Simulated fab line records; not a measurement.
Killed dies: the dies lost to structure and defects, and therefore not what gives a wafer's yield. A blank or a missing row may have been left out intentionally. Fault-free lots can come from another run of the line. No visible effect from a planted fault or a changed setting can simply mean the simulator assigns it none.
Chamber matching / flow n5_finfet / N5_BEOL_M5_ETCH_72 on rie_diel-06: 4 sister chambers
The step etches underlayer in N2/H2, target depth 6.5 nm, time 5.2 s. 30 wafers are shown with their chamber, then 12 later ones without.

== EACH WAFER AND ITS CHAMBER ==
wafer=L076.1; chamber=2; drypump_motor_current_A (A)=5.5; etch_rf_on_time_s (s)=5.10; throttle_valve_pct (%)=18.07
wafer=L076.2; chamber=3; drypump_motor_current_A (A)=5.9; etch_rf_on_time_s (s)=5.40; throttle_valve_pct (%)=17.91
wafer=L076.4; chamber=0; drypump_motor_current_A (A)=5.8; etch_rf_on_time_s (s)=5.34; throttle_valve_pct (%)=18.38
wafer=L078.3; chamber=2; drypump_motor_current_A (A)=5.4; etch_rf_on_time_s (s)=5.02; throttle_valve_pct (%)=18.08
wafer=L078.4; chamber=3; drypump_motor_current_A (A)=5.9; etch_rf_on_time_s (s)=5.43; throttle_valve_pct (%)=17.91
wafer=L078.5; chamber=1; drypump_motor_current_A (A)=6.4; etch_rf_on_time_s (s)=5.18; throttle_valve_pct (%)=18.45
wafer=L079.1; chamber=2; drypump_motor_current_A (A)=5.5; etch_rf_on_time_s (s)=5.05; throttle_valve_pct (%)=18.09
wafer=L079.2; chamber=3; drypump_motor_current_A (A)=5.9; etch_rf_on_time_s (s)=5.39; throttle_valve_pct (%)=17.92
wafer=L079.3; chamber=1; drypump_motor_current_A (A)=6.3; etch_rf_on_time_s (s)=5.18; throttle_valve_pct (%)=18.45
wafer=L079.4; chamber=1; drypump_motor_current_A (A)=6.3; etch_rf_on_time_s (s)=5.20; throttle_valve_pct (%)=18.44
wafer=L079.5; chamber=2; drypump_motor_current_A (A)=5.5; etch_rf_on_time_s (s)=5.00; throttle_valve_pct (%)=18.08
wafer=L079.6; chamber=3; drypump_motor_current_A (A)=5.9; etch_rf_on_time_s (s)=5.38; throttle_valve_pct (%)=17.91
wafer=L080.2; chamber=3; drypump_motor_current_A (A)=5.9; etch_rf_on_time_s (s)=5.47; throttle_valve_pct (%)=17.91
wafer=L080.5; chamber=3; drypump_motor_current_A (A)=5.9; etch_rf_on_time_s (s)=5.50; throttle_valve_pct (%)=17.91
wafer=L080.6; chamber=2; drypump_motor_current_A (A)=5.5; etch_rf_on_time_s (s)=5.13; throttle_valve_pct (%)=18.08
wafer=L083.1; chamber=3; drypump_motor_current_A (A)=5.9; etch_rf_on_time_s (s)=5.41; throttle_valve_pct (%)=17.94
wafer=L083.4; chamber=1; drypump_motor_current_A (A)=6.3; etch_rf_on_time_s (s)=5.23; throttle_valve_pct (%)=18.50
wafer=L083.5; chamber=3; drypump_motor_current_A (A)=5.9; etch_rf_on_time_s (s)=5.42; throttle_valve_pct (%)=17.92
wafer=L084.1; chamber=1; drypump_motor_current_A (A)=6.4; etch_rf_on_time_s (s)=5.25; throttle_valve_pct (%)=18.49
wafer=L084.5; chamber=3; drypump_motor_current_A (A)=5.9; etch_rf_on_time_s (s)=5.43; throttle_valve_pct (%)=17.94
wafer=L084.6; chamber=1; drypump_motor_current_A (A)=6.4; etch_rf_on_time_s (s)=5.22; throttle_valve_pct (%)=18.49
wafer=L089.1; chamber=2; drypump_motor_current_A (A)=5.5; etch_rf_on_time_s (s)=4.97; throttle_valve_pct (%)=17.58
wafer=L089.4; chamber=0; drypump_motor_current_A (A)=5.8; etch_rf_on_time_s (s)=5.23; throttle_valve_pct (%)=17.98
wafer=L089.5; chamber=1; drypump_motor_current_A (A)=6.3; etch_rf_on_time_s (s)=5.22; throttle_valve_pct (%)=18.50
wafer=L092.2; chamber=0; drypump_motor_current_A (A)=5.8; etch_rf_on_time_s (s)=5.24; throttle_valve_pct (%)=17.98
wafer=L092.4; chamber=2; drypump_motor_current_A (A)=5.5; etch_rf_on_time_s (s)=4.96; throttle_valve_pct (%)=17.64
wafer=L092.5; chamber=2; drypump_motor_current_A (A)=5.4; etch_rf_on_time_s (s)=4.90; throttle_valve_pct (%)=17.65
wafer=L093.3; chamber=3; drypump_motor_current_A (A)=5.9; etch_rf_on_time_s (s)=5.39; throttle_valve_pct (%)=17.95
wafer=L093.5; chamber=1; drypump_motor_current_A (A)=6.4; etch_rf_on_time_s (s)=5.25; throttle_valve_pct (%)=18.55
wafer=L093.6; chamber=0; drypump_motor_current_A (A)=5.8; etch_rf_on_time_s (s)=5.14; throttle_valve_pct (%)=17.99

SIGNATURES (means of the wafers above)
reading=drypump_motor_current_A; chamber 0=5.800; chamber 1=6.350; chamber 2=5.475; chamber 3=5.900; scatter within a chamber=0.0367
reading=etch_rf_on_time_s; chamber 0=5.2375; chamber 1=5.2162; chamber 2=5.0162; chamber 3=5.4220; scatter within a chamber=0.055
reading=throttle_valve_pct; chamber 0=18.0825; chamber 1=18.4838; chamber 2=17.9087; chamber 3=17.9220; scatter within a chamber=0.142
Rule: a wafer lies at a distance from a chamber equal to the root of the sum of squares, over the readings, of (its reading less the chamber's mean, divided by the reading's scatter). The wafer belongs to the nearest chamber; if the next one is less than 2 further off, it can't be placed. The scatter: the root of (the sum of the squares of (reading less its chamber's mean) over the shown wafers, divided by (wafers less chambers)).

== WAFERS WITHOUT THEIR CHAMBER ==
wafer=L094.2; drypump_motor_current_A (A)=5.9; etch_rf_on_time_s (s)=5.41; throttle_valve_pct (%)=17.97
wafer=L094.3; drypump_motor_current_A (A)=6.3; etch_rf_on_time_s (s)=5.32; throttle_valve_pct (%)=18.55
wafer=L094.5; drypump_motor_current_A (A)=5.4; etch_rf_on_time_s (s)=4.94; throttle_valve_pct (%)=17.64
wafer=L095.1; drypump_motor_current_A (A)=6.0; etch_rf_on_time_s (s)=5.45; throttle_valve_pct (%)=18.00
wafer=L095.4; drypump_motor_current_A (A)=6.4; etch_rf_on_time_s (s)=5.30; throttle_valve_pct (%)=18.54
wafer=L095.6; drypump_motor_current_A (A)=5.5; etch_rf_on_time_s (s)=4.91; throttle_valve_pct (%)=17.63
wafer=L096.1; drypump_motor_current_A (A)=5.4; etch_rf_on_time_s (s)=4.89; throttle_valve_pct (%)=17.65
wafer=L096.2; drypump_motor_current_A (A)=6.3; etch_rf_on_time_s (s)=5.33; throttle_valve_pct (%)=18.50
wafer=L096.3; drypump_motor_current_A (A)=5.9; etch_rf_on_time_s (s)=5.45; throttle_valve_pct (%)=17.97
wafer=L096.4; drypump_motor_current_A (A)=5.8; etch_rf_on_time_s (s)=5.21; throttle_valve_pct (%)=17.99
wafer=L096.5; drypump_motor_current_A (A)=5.8; etch_rf_on_time_s (s)=5.23; throttle_valve_pct (%)=18.00
wafer=L096.6; drypump_motor_current_A (A)=5.9; etch_rf_on_time_s (s)=5.49; throttle_valve_pct (%)=17.98

== CHAMBER TAKEN BY EACH ==
wafer=L094.2; from the rows above=3; in truth=3
wafer=L094.3; from the rows above=1; in truth=1
wafer=L094.5; from the rows above=2; in truth=2
wafer=L095.1; from the rows above=3; in truth=3
wafer=L095.4; from the rows above=1; in truth=1
wafer=L095.6; from the rows above=2; in truth=2
wafer=L096.1; from the rows above=2; in truth=2
wafer=L096.2; from the rows above=1; in truth=1
wafer=L096.3; from the rows above=3; in truth=3
wafer=L096.4; from the rows above=0; in truth=0
wafer=L096.5; from the rows above=0; in truth=0
wafer=L096.6; from the rows above=3; in truth=3
Placed correctly: 12 of 12. Number that these rows cannot place: 0. 0 placed wrongly.
